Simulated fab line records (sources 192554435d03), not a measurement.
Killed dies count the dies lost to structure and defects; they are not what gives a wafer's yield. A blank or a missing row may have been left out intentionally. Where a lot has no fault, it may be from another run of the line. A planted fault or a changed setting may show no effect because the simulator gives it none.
fab line records	flow n5-finfet
record lots=10	wafers=25	last-day=17
route steps=1938 shown DUMMY_GATE@214 BEOL_M4@1084 BEOL_M5@1116 PASSIVATION@1936
lots untouched by any fault: they come from a run of this same line in which no faults occurred
start-h: start of the lot's first displayed wafer, in hours after the record's first day	wait-h: hours elapsed since this lot's preceding step	" repeats the value in the row above	L1.1+2: a row that stands for several wafers	- no value present, or no start provided	* or withheld: withheld	< > ~ a bound
route shown NAME@n: a module of which the file shows steps, and the number in the route of the first	usual: the fault-free wafers' mean and standard deviation	same: alike in all rows	chamber/n: place in a boat	sites: per-site readings	_std_site: their standard deviation	_edge_site: inner sites' mean taken away from outer sites' mean	radius-mm: how far each site lies from the wafer's centre	mask NAME#n: copy n	behind: the most recent tool/chamber to have shaped the wafer	hold: the reason the lot was held/the length of the hold in hours/how it ended	device: the n, p or np transistor that did not switch	end of line: the tests these same wafers got at the end of their route	a step with no rows: only its recipe	killed: dies lost to structure and defects at the first sort, not the wafer's yield	map: the dies of a wafer, with x for killed, . for not killed, _ for no die there
set.NAME: the run value of the setting; set.NAME@STEP: its run value at that earlier step	model.NAME: the simulator's own value behind a step, which no gauge read
one table for each step of the route and one row for each wafer, over a sample of lots
services: from which hour (start-h, from the record's first day; less than 0 if before it) a tool's chamber was out of use, for how many hours, and why
## steps
# step N5_DUMMY_GATE_ALD_02
# recipe material=SiO2	target-thk-a=20	temp-c=300	ald-precursor-family=BDEAS	ald-co-reactant=O2-plasma	pulse-time-s=1	pressure-torr=2
# usual heater-power-w=475/50	precursor-pulse-height-rel=1.002/0.021
lot.wafer	tool	chamber	start-h	wait-h	heater-power-w	precursor-pulse-height-rel
L570.1	ald-sin-04	1	39.55	0.0	404	0.974
L570.4	"	3	"	"	463	1.002
L572.2	ald-sin-04	0	50.80	1.0	419	1.005
L572.5	"	1	"	"	406	0.964
L573.4	ald-sin-01	3	56.19	0.0	477	1.031
L573.5	"	2	"	"	494	1.040
L573.6	"	1	"	"	501	1.001
L576.2	ald-sin-04	1	73.30	0.5	407	0.980
L576.3	"	0	"	"	427	0.993
L576.6	"	3	"	"	492	0.974
L578.1	ald-sin-02	1	84.08	0.0	427	0.992
L578.3	"	2	"	"	560	1.050
L578.4	"	3	"	"	494	1.007
L579.1	ald-sin-04	1	100.59	5.6	415	1.014
L579.2	"	0	"	"	431	0.983
L582.2	ald-sin-04	0	119.35	0.0	426	1.021
L582.4	"	2	"	"	492	0.976
L591.4	ald-sin-04	0	163.24	0.1	452	1.020
L591.5	"	3	"	"	483	1.000
L591.6	"	2	"	"	488	1.005
L592.4	ald-sin-04	1	168.62	0.4	405	1.028
L592.5	"	3	"	"	480	0.981
L592.6	"	2	"	"	499	1.022
L593.2	ald-sin-02	2	177.38	0.0	577	0.970
L593.5	"	3	"	"	467	0.987
# step N5_BEOL_M4_SPUTTER_48
# recipe material=Cu	target-thk-a=45	temp-c=-20	chamber-pressure-pa=0.07	power-w=withheld	time-s=8.29
# usual throttle-valve-pct=29.9/0.89
lot.wafer	tool	chamber	start-h	wait-h	throttle-valve-pct
L570.1	pvd-sputter-02	-	163.76	0.1	31.0
L570.4	"	-	"	"	29.3
L572.2	pvd-sputter-03	-	175.59	0.2	31.8
L572.5	"	-	"	"	29.3
L573.4	pvd-sputter-03	-	179.33	0.0	30.1
L573.5	"	-	"	"	31.7
L573.6	"	-	"	"	29.1
L576.2	pvd-sputter-01	-	196.83	0.2	30.4
L576.3	"	-	"	"	29.9
L576.6	"	-	"	"	29.9
L578.1	pvd-sputter-03	-	209.42	0.1	31.8
L578.3	"	-	"	"	29.1
L578.4	"	-	"	"	30.3
L579.1	pvd-sputter-02	-	209.66	0.1	29.4
L579.2	"	-	"	"	29.4
L582.2	pvd-sputter-01	-	246.62	0.1	29.3
L582.4	"	-	"	"	28.3
L591.4	pvd-sputter-01	-	292.87	0.0	28.2
L591.5	"	-	"	"	29.8
L591.6	"	-	"	"	28.2
L592.4	pvd-sputter-03	-	297.89	0.2	30.1
L592.5	"	-	"	"	31.6
L592.6	"	-	"	"	29.0
L593.2	pvd-sputter-01	-	308.44	0.2	29.1
L593.5	"	-	"	"	29.1
# step N5_BEOL_M4_ANNEAL_91
# recipe temp-c=400	time-s=240	ambient=vacuum
# usual heater-power-w=823/60
lot.wafer	tool	chamber	start-h	wait-h	heater-power-w
L570.1	pvd-sputter-02	-	164.94	0.0	932
L570.4	"	-	"	"	763
L572.2	pvd-sputter-03	-	176.77	0.0	849
L572.5	"	-	"	"	825
L573.4	pvd-sputter-03	-	180.51	0.0	885
L573.5	"	-	"	"	853
L573.6	"	-	"	"	817
L576.2	pvd-sputter-01	-	198.01	0.0	776
L576.3	"	-	"	"	903
L576.6	"	-	"	"	852
L578.1	pvd-sputter-03	-	210.60	0.0	869
L578.3	"	-	"	"	821
L578.4	"	-	"	"	813
L579.1	pvd-sputter-02	-	210.84	0.0	769
L579.2	"	-	"	"	853
L582.2	pvd-sputter-01	-	247.80	0.0	871
L582.4	"	-	"	"	755
L591.4	pvd-sputter-01	-	294.05	0.0	748
L591.5	"	-	"	"	903
L591.6	"	-	"	"	745
L592.4	pvd-sputter-03	-	299.07	0.0	901
L592.5	"	-	"	"	873
L592.6	"	-	"	"	829
L593.2	pvd-sputter-01	-	309.62	0.0	870
L593.5	"	-	"	"	882
# step N5_BEOL_M4_RC_MEAS_101
# usual CJ_N=4.36/0.13	CJ_P=5.79/0.26	DIBL_N=36.0/2	DIBL_P=35.9/2.5	EOT_N=10.50/0.1	EOT_P=10.45/0.093	IGATE_N=0.0132/0.002	IGATE_P=0.0039/0.00061	IOFF_N=0.16/0.038	IOFF_N_85C=3.1/0.62	IOFF_N_LIN=0.074/0.014	IOFF_N_LONG=5.6e-05/3.3e-06	IOFF_P=0.21/0.04	IOFF_P_85C=3.6/0.57	IOFF_P_LIN=0.099/0.014	IOFF_P_LONG=0.000106/1e-05	ION_N=675/14	ION_P=462/9.4	RC_DENSE_N=18.8/0.67	RC_DENSE_P=23.6/0.84	RC_N=15.4/0.53	RC_P=19.2/0.69	REXT_N=75.3/1.6	REXT_P=100.7/2.4	RS_SD_N=28.4/0.44	RS_SD_P=65.9/1.1	SS_N=71.5/0.75	SS_P=73.2/0.74	VT_N=250/3.9	VT_N_LONG=274.5/2.3	VT_N_LVT=98/4	VT_P=-251/3.2	VT_P_LONG=-275/3.2	VT_P_LVT=-99/3.1
lot.wafer	tool	chamber	start-h	wait-h	CJ_N	CJ_P	DIBL_N[mV/V]	DIBL_P[mV/V]	EOT_N	EOT_P	IGATE_N[nA/um]	IGATE_P[nA/um]	IOFF_N[nA/um]	IOFF_N_85C[nA/um]	IOFF_N_LIN[nA/um]	IOFF_N_LONG[nA/um]	IOFF_P[nA/um]	IOFF_P_85C[nA/um]	IOFF_P_LIN[nA/um]	IOFF_P_LONG[nA/um]	ION_N[uA/um]	ION_P[uA/um]	RC_DENSE_N[ohm.um]	RC_DENSE_P[ohm.um]	RC_N[ohm.um]	RC_P[ohm.um]	REXT_N[ohm.um]	REXT_P[ohm.um]	RS_SD_N[ohm/sq]	RS_SD_P[ohm/sq]	SS_N[mV/dec]	SS_P[mV/dec]	VT_N[mV]	VT_N_LONG[mV]	VT_N_LVT[mV]	VT_P[mV]	VT_P_LONG[mV]	VT_P_LVT[mV]
L570.1	prober-01	0	166.62	0.0	4.41	5.48	37.7	35.8	10.58	10.50	0.0108	0.0031	0.20	3.8	0.079	6e-05	0.20	3.5	0.096	9.8e-05	667	455	18.6	23.2	15.4	18.8	75.6	103.1	28.1	67.1	72.2	72.8	249	274.1	94	-252	-275	-98
L570.4	"	0	"	"	4.38	5.49	36.3	33.6	10.49	10.45	0.0138	0.0040	0.16	3.1	0.067	6.1e-05	0.16	2.9	0.083	9.9e-05	675	452	18.3	22.7	14.9	18.5	75.3	105.0	28.4	65.0	71.1	72.4	250	272.1	97	-255	-276	-101
L572.2	prober-01	0	178.60	0.2	4.36	5.74	40.0	37.8	10.54	10.63	0.0107	0.0031	0.23	4.2	0.098	6.3e-05	0.28	4.6	0.126	0.000117	690	468	18.3	22.9	14.9	18.5	73.6	103.1	28.6	64.8	72.1	74.2	242	270.3	90	-246	-272	-93
L572.5	"	0	"	"	4.11	5.70	32.6	30.3	10.41	10.50	0.0139	0.0041	0.12	2.5	0.061	6.2e-05	0.18	3.2	0.094	0.000119	679	474	18.4	22.7	15.0	18.7	74.5	102.8	28.6	63.4	69.8	72.2	249	269.8	98	-251	-272	-97
L573.4	prober-01	0	182.65	0.5	4.41	5.72	36.7	37.6	10.42	10.35	0.0131	0.0039	0.18	3.5	0.079	5.4e-05	0.24	4.0	0.109	9.9e-05	670	463	19.2	23.8	15.5	19.5	74.7	101.4	29.3	63.5	72.8	73.0	249	274.5	96	-249	-274	-97
L573.5	"	0	"	"	4.51	5.60	37.8	38.4	10.55	10.62	0.0127	0.0037	0.21	4.0	0.085	5.6e-05	0.24	4.1	0.110	9.7e-05	678	455	18.3	22.6	14.8	18.4	73.4	100.7	28.8	63.7	73.3	74.1	250	276.0	96	-249	-274	-96
L573.6	"	0	"	"	4.56	5.82	34.0	33.3	10.32	10.34	0.0184	0.0054	0.13	2.6	0.059	5.6e-05	0.16	2.9	0.084	0.000104	667	459	18.8	23.4	15.2	19.0	73.6	101.6	29.1	64.1	72.2	73.1	257	273.9	102	-254	-275	-101
L576.2	prober-02	0	200.00	0.2	4.38	6.40	32.5	32.2	10.39	10.42	0.0152	0.0045	0.11	2.2	0.054	5.6e-05	0.16	2.8	0.079	0.000121	679	473	17.5	22.2	14.5	18.1	73.9	101.0	28.1	66.6	69.6	71.7	256	277.1	101	-251	-274	-102
L576.3	"	0	"	"	4.51	5.65	35.9	35.1	10.54	10.53	0.0112	0.0033	0.15	2.9	0.068	5.7e-05	0.19	3.2	0.090	0.000106	676	460	18.7	23.5	15.3	19.3	73.6	105.0	27.9	66.7	70.2	73.4	251	277.5	99	-251	-274	-101
L576.6	"	0	"	"	4.53	6.22	35.7	35.0	10.48	10.48	0.0139	0.0041	0.15	2.9	0.067	5.6e-05	0.18	3.2	0.089	0.000117	675	464	17.4	21.8	14.3	17.9	72.6	101.7	28.0	66.5	70.1	72.7	251	273.6	98	-249	-276	-100
L578.1	prober-02	0	212.35	0.0	4.34	5.39	35.6	34.3	10.52	10.47	0.0115	0.0035	0.16	3.1	0.079	6.1e-05	0.23	4.0	0.113	0.000122	701	483	18.5	22.9	14.9	18.6	74.2	97.0	28.2	66.0	71.3	72.8	243	271.4	98	-245	-267	-97
L578.3	"	0	"	"	4.20	6.15	34.8	33.3	10.50	10.44	0.0123	0.0038	0.13	2.6	0.068	5.9e-05	0.22	3.8	0.108	0.000134	683	475	19.4	24.1	15.9	19.8	75.0	97.3	27.9	65.7	69.7	72.4	248	272.7	101	-248	-270	-97
L578.4	"	0	"	"	4.22	5.30	35.3	34.1	10.41	10.45	0.0137	0.0042	0.14	2.8	0.071	6e-05	0.23	3.9	0.112	0.000119	686	472	18.9	23.6	15.6	19.1	74.6	96.9	28.0	65.5	70.6	72.8	248	271.2	100	-247	-269	-98
L579.1	prober-01	0	216.26	0.0	4.36	5.58	35.4	34.6	10.30	10.30	0.0148	0.0044	0.14	2.7	0.063	5.4e-05	0.15	2.8	0.074	8.7e-05	656	445	18.6	23.1	15.2	18.9	75.9	101.2	28.7	66.6	71.9	72.7	252	275.5	100	-257	-283	-105
L579.2	"	0	"	"	4.09	5.84	37.5	39.3	10.81	10.63	0.0092	0.0027	0.18	3.4	0.082	5.3e-05	0.25	4.2	0.104	9.1e-05	675	459	18.3	22.8	15.0	18.9	76.7	98.1	28.3	65.1	71.5	73.4	247	273.6	95	-250	-281	-98
L582.2	prober-01	0	249.63	0.2	4.25	5.81	33.6	33.9	10.38	10.37	0.0185	0.0055	0.11	2.4	0.056	5.1e-05	0.16	2.8	0.078	9.5e-05	669	461	18.4	23.0	15.0	19.1	74.0	102.2	28.2	67.3	71.3	72.5	254	276.0	104	-254	-278	-105
L582.4	"	0	"	"	4.58	5.66	37.2	37.7	10.37	10.37	0.0172	0.0051	0.18	3.5	0.077	5.5e-05	0.20	3.4	0.092	8.9e-05	682	460	17.9	22.2	14.5	18.3	71.9	100.5	28.3	66.7	71.8	73.6	248	277.5	98	-254	-279	-101
L591.4	prober-01	0	296.19	0.5	4.25	6.30	33.4	32.6	10.48	10.31	0.0153	0.0046	0.10	2.0	0.048	5.3e-05	0.16	2.9	0.082	0.000119	644	455	19.1	23.7	15.5	19.5	77.9	96.8	29.4	64.9	70.9	72.1	259	276.7	109	-253	-276	-103
L591.5	"	0	"	"	-	-	-	-	-	-	-	-	-	-	-	-	-	-	-	-	-	-	-	-	-	-	-	-	-	-	-	-	-	-	-	-	-	-
L591.6	"	0	"	"	-	-	-	-	-	-	-	-	-	-	-	-	-	-	-	-	-	-	-	-	-	-	-	-	-	-	-	-	-	-	-	-	-	-
L592.4	prober-01	0	301.23	0.5	4.28	5.49	31.3	31.3	10.51	10.48	0.0126	0.0038	0.09	1.9	0.047	5.3e-05	0.14	2.7	0.077	0.000101	654	460	18.3	22.6	14.8	18.5	78.0	102.7	28.3	66.1	70.0	71.0	255	273.6	106	-255	-275	-104
L592.5	"	0	"	"	-	-	-	-	-	-	-	-	-	-	-	-	-	-	-	-	-	-	-	-	-	-	-	-	-	-	-	-	-	-	-	-	-	-
L592.6	"	0	"	"	-	-	-	-	-	-	-	-	-	-	-	-	-	-	-	-	-	-	-	-	-	-	-	-	-	-	-	-	-	-	-	-	-	-
L593.2	prober-01	0	311.46	0.2	4.50	5.55	38.3	37.2	10.52	10.53	0.0112	0.0033	0.19	3.6	0.084	5.5e-05	0.21	3.6	0.099	9.5e-05	689	465	19.5	24.8	15.7	19.8	75.4	99.8	28.2	64.6	72.3	74.2	249	275.2	98	-253	-278	-100
L593.5	"	0	"	"	4.43	4.98	39.1	37.9	10.33	10.43	0.0157	0.0046	0.21	4.0	0.090	5.5e-05	0.22	3.8	0.102	8.6e-05	679	454	19.1	24.0	15.7	19.6	75.2	100.6	28.1	64.7	73.5	73.3	246	275.9	95	-250	-277	-100
# step N5_BEOL_M5_HM_DEP_02
# recipe material=TiN	target-thk-a=200	temp-c=25	chamber-pressure-pa=0.49996
# usual throttle-valve-pct=29.8/0.91
lot.wafer	tool	chamber	start-h	wait-h	throttle-valve-pct
L570.1	pvd-sputter-01	-	168.68	0.5	28.8
L570.4	"	-	"	"	30.0
L572.2	pvd-sputter-02	-	181.38	1.3	30.1
L572.5	"	-	"	"	30.2
L573.4	pvd-sputter-01	-	183.87	0.1	29.9
L573.5	"	-	"	"	30.2
L573.6	"	-	"	"	29.1
L576.2	pvd-sputter-02	-	201.47	0.0	31.0
L576.3	"	-	"	"	29.4
L576.6	"	-	"	"	29.9
L578.1	pvd-sputter-02	-	215.54	1.6	29.2
L578.3	"	-	"	"	30.2
L578.4	"	-	"	"	29.4
L579.1	pvd-sputter-03	-	217.93	0.1	31.7
L579.2	"	-	"	"	29.1
L582.2	pvd-sputter-01	-	251.82	0.5	30.0
L582.4	"	-	"	"	29.0
L591.4	pvd-sputter-02	-	298.94	1.6	30.0
L591.5	"	-	"	"	30.9
L591.6	"	-	"	"	29.2
L592.4	pvd-sputter-03	-	302.82	0.2	30.7
L592.5	"	-	"	"	30.2
L592.6	"	-	"	"	30.4
L593.2	pvd-sputter-01	-	313.04	0.1	29.8
L593.5	"	-	"	"	28.2
# step N5_PASSIVATION_PROBE_49
# usual defect-limited-yield=91.3/1.5	killed_at_M0_to_M3=33/12	killed_at_M4_up=15/5.2	killed-at-contacts=12/5.1	killed-at-front-end=39/11	killed-at-other=5/3.6	killed-dies=103/18	killed-open=67/13	killed-short=33/7.8	sort_bin_5_function=5.1/0.96	sort_bin_6_memory=3.2/0.71	sort_bin_8_speed=0.01/0.063	sort-n-pass=1077/18	sort-yield-pct=91.3/1.5
# same gross-dies=1180	killed-at-back-side=0	sort_bin_4_leakage[%]=0
lot.wafer	tool	chamber	start-h	wait-h	defect-limited-yield[%]	killed_at_M0_to_M3	killed_at_M4_up	killed-at-contacts	killed-at-front-end	killed-at-other	killed-dies	killed-open	killed-short	sort_bin_5_function[%]	sort_bin_6_memory[%]	sort_bin_8_speed[%]	sort-n-pass	sort-yield-pct[%]
L591.4	prober-02	-	397.60	0.2	91.2	18	19	10	55	2	104	49	36	4.4	3.0	0	1076	91.2
L591.5	prober-02	-	397.65	0.2	90.7	37	16	5	49	3	110	71	35	5.8	3.1	90.68	0	0
L591.6	prober-02	-	397.70	0.3	90.9	25	17	10	51	4	107	60	38	4.8	3.2	90.93	0	0
L592.4	prober-01	-	401.02	0.2	91.0	30	7	8	57	4	106	54	38	5.1	2.9	0	1074	91.0
L592.5	prober-01	-	401.07	0.2	91.7	27	14	6	43	8	98	60	36	5.2	3.1	91.69	0	0
L592.6	prober-01	-	401.12	0.3	88.9	46	10	18	47	10	131	87	38	6.5	4.2	88.90	0	0
# killed by level:class
L591.4 HKMG_FIN:area-etch=13 FIN_SAQP:geometric-particle:short=10 BEOL_M4:geometric-particle:open=8 DUMMY_GATE:geometric-particle:open=7 MOL_CONTACT_COAG:geometric-particle:open=6 GATE_CUT:geometric-particle:short=5 BEOL_M2:geometric-particle:open=5 FIN_SAQP:geometric-particle:open=4
L591.5 GATE_CUT:geometric-particle:short=11 STI_FIN_REVEAL:geometric-particle:open=10 FIN_SAQP:geometric-particle:short=8 BEOL_M0_SAQP:geometric-particle:open=8 BEOL_M3:geometric-particle:open=8 BEOL_M0_SAQP:geometric-particle:short=7 BEOL_M2:geometric-particle:open=7 DUMMY_GATE:geometric-particle:open=6
L591.6 FIN_SAQP:geometric-particle:short=10 FIN_SAQP:geometric-particle:open=9 BEOL_M2:geometric-particle:open=9 MOL_CONTACT_COAG:geometric-particle:open=8 STI_FIN_REVEAL:geometric-particle:open=6 GATE_CUT:geometric-particle:short=6 BEOL_M3:geometric-particle:open=6 HKMG_FIN:area-etch=6
L592.4 FIN_SAQP:geometric-particle:short=14 STI_FIN_REVEAL:geometric-particle:open=12 FIN_SAQP:geometric-particle:open=10 HKMG_FIN:area-etch=10 BEOL_M0_SAQP:geometric-particle:short=8 BEOL_M3:geometric-particle:open=8 BEOL_M0_SAQP:geometric-particle:open=7 MOL_CONTACT_COAG:geometric-particle:open=5
L592.5 STI_FIN_REVEAL:geometric-particle:open=10 FIN_SAQP:geometric-particle:short=8 BEOL_M0_SAQP:geometric-particle:open=7 MOL_CONTACT_COAG:geometric-particle:open=6 BEOL_M3:geometric-particle:open=6 FIN_SAQP:geometric-particle:open=5 BEOL_M2:geometric-particle:open=5 STARTING-WAFER:geometric-particle:short=5
L592.6 BEOL_M2:geometric-particle:open=14 MOL_CONTACT_COAG:geometric-particle:open=13 STI_FIN_REVEAL:geometric-particle:open=11 BEOL_M1:geometric-particle:open=7 FIN_SAQP:geometric-particle:open=6 ILD0:geometric-particle:short=6 BEOL_M0_SAQP:geometric-particle:short=6 BEOL_M3:geometric-particle:open=6
## services
tool	chamber	start-h	hours	kind
pvd-sputter-03	-	31.55	0.9	repair
ald-sin-01	0	46.29	5.2	repair
pvd-sputter-03	-	67.08	2.5	repair
ald-sin-02	2	76.14	7.5	repair
ald-sin-01	-	85.33	29.9	repair
ald-sin-01	3	158.58	5.2	repair
pvd-sputter-02	-	166.21	1.9	repair
ald-sin-04	-	176.75	14.0	pm
ald-sin-04	0	176.75	14.0	vent-cycle
ald-sin-04	1	176.75	14.0	vent-cycle
ald-sin-04	2	176.75	14.0	vent-cycle
ald-sin-04	3	176.75	14.0	vent-cycle
pvd-sputter-03	-	186.93	2.6	repair
ald-sin-04	0	190.75	-	clean
ald-sin-04	-	195.90	14.6	pm
ald-sin-01	-	199.15	6.0	pm
ald-sin-01	3	211.06	9.5	repair
ald-sin-01	3	239.15	3.4	repair
ald-sin-02	-	268.25	14.0	pm
ald-sin-04	3	271.19	7.5	repair
ald-sin-01	0	272.91	6.6	repair
pvd-sputter-01	-	301.73	2.1	repair
ald-sin-02	2	306.09	17.2	repair
pvd-sputter-01	-	310.66	1.0	repair
## key
first-sign step=N5_BEOL_M4_RC_MEAS_101	reading=CJ_N	direction=missing
effect step=N5_BEOL_M4_RC_MEAS_101	reading=CJ_P	direction=missing
effect step=N5_BEOL_M4_RC_MEAS_101	reading=DIBL_N	direction=missing
effect step=N5_BEOL_M4_RC_MEAS_101	reading=DIBL_P	direction=missing
effect step=N5_BEOL_M4_RC_MEAS_101	reading=EOT_N	direction=missing
effect step=N5_BEOL_M4_RC_MEAS_101	reading=EOT_P	direction=missing
effect step=N5_BEOL_M4_RC_MEAS_101	reading=IGATE_N	direction=missing
effect step=N5_BEOL_M4_RC_MEAS_101	reading=IGATE_P	direction=missing
effect step=N5_BEOL_M4_RC_MEAS_101	reading=IOFF_N	direction=missing
effect step=N5_BEOL_M4_RC_MEAS_101	reading=IOFF_N_85C	direction=missing
effect step=N5_BEOL_M4_RC_MEAS_101	reading=IOFF_N_LIN	direction=missing
effect step=N5_BEOL_M4_RC_MEAS_101	reading=IOFF_N_LONG	direction=missing
effect step=N5_PASSIVATION_PROBE_49	reading=sort_bin_8_speed	direction=up	sigmas=99+	usual=0.01	struck=90.55
met-at N5_DUMMY_GATE_ALD_02
struck-lots L591,L592
struck-wafers L591.5,L591.6,L592.5,L592.6
baseline-loss step=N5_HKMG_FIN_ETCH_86	wafers=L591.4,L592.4
not-acting-at N5_BEOL_M4_SPUTTER_48,N5_BEOL_M4_ANNEAL_91,N5_BEOL_M5_HM_DEP_02
onset-between 119.35 163.24
fault kind=process-parameter-drift	tool=ald-sin-04	chamber=-	onset-h=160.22	steps=N5_DUMMY_GATE_ALD_02	channel=target-thk-a	offset=*	shape=step	end-h=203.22	scope=struck-wafers-only	acts-in=*	stated=*
# baseline-loss: these wafers lose ten dies or more at that step, a loss of the line's own and not of a fault; the sort's usual values leave them out
